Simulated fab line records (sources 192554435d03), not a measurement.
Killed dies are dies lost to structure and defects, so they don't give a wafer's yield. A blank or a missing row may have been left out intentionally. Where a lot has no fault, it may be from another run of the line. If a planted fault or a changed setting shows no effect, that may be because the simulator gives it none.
Matching of chambers + flow n5_finfet + N5_BEOL_M3_DEP_57 on pecvd-03 has 3 sister chambers
The step deposits SiCN from 3MS/NH3, target thk 8 nm, time 14 s. 3 wafers are shown with their chamber, then 10 later ones without.

EACH WAFER AND ITS CHAMBER
| wafer  | chamber | showerhead_plenum_p_Torr (Torr) |
|--------|---------|---------------------------------|
| L085.2 | 1       | 3.650                           |
| L085.6 | 0       | 3.669                           |
| L086.4 | 2       | 3.645                           |

WAFERS MISSING THEIR CHAMBER
| wafer  | showerhead_plenum_p_Torr (Torr) |
|--------|---------------------------------|
| L086.6 | 3.655                           |
| L089.2 | 3.673                           |
| L089.4 | 3.649                           |
| L089.5 | 3.673                           |
| L090.1 | 3.647                           |
| L090.4 | 3.669                           |
| L090.5 | 3.647                           |
| L093.1 | 3.659                           |
| L093.3 | 3.647                           |
| L093.5 | 3.651                           |

WHICH CHAMBER EACH WENT THROUGH
| wafer  | from the rows above          | in truth |
|--------|------------------------------|----------|
| L086.6 | can't be placed: 1 or 2      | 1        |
| L089.2 | 0                            | 0        |
| L089.4 | can't be placed: 1 or 2      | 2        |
| L089.5 | 0                            | 0        |
| L090.1 | can't be placed: 2 or 1      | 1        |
| L090.4 | 0                            | 0        |
| L090.5 | can't be placed: 2 or 1      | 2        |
| L093.1 | can't be placed: 1 or 0 or 2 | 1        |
| L093.3 | can't be placed: 2 or 1      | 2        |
| L093.5 | can't be placed: 1 or 2      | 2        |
Placed correctly: 3 of 10. These rows do not allow placing 7 (true chamber among the candidates in 7). Number placed wrongly: 0.
How it was worked out, from the rows above alone: a wafer's distance from a chamber is the root of the sum, over the readings, of the square of ((its reading less the chamber's mean) divided by the reading's scatter). If the next closest chamber is less than 2 further off than the closest, the wafer can't be placed; otherwise it belongs to the closest. Each chamber's mean is taken over the wafers shown for it. The scatter: with one shown wafer a chamber, the root of the mean of the squares of how far each hidden wafer lies from its nearest shown one.
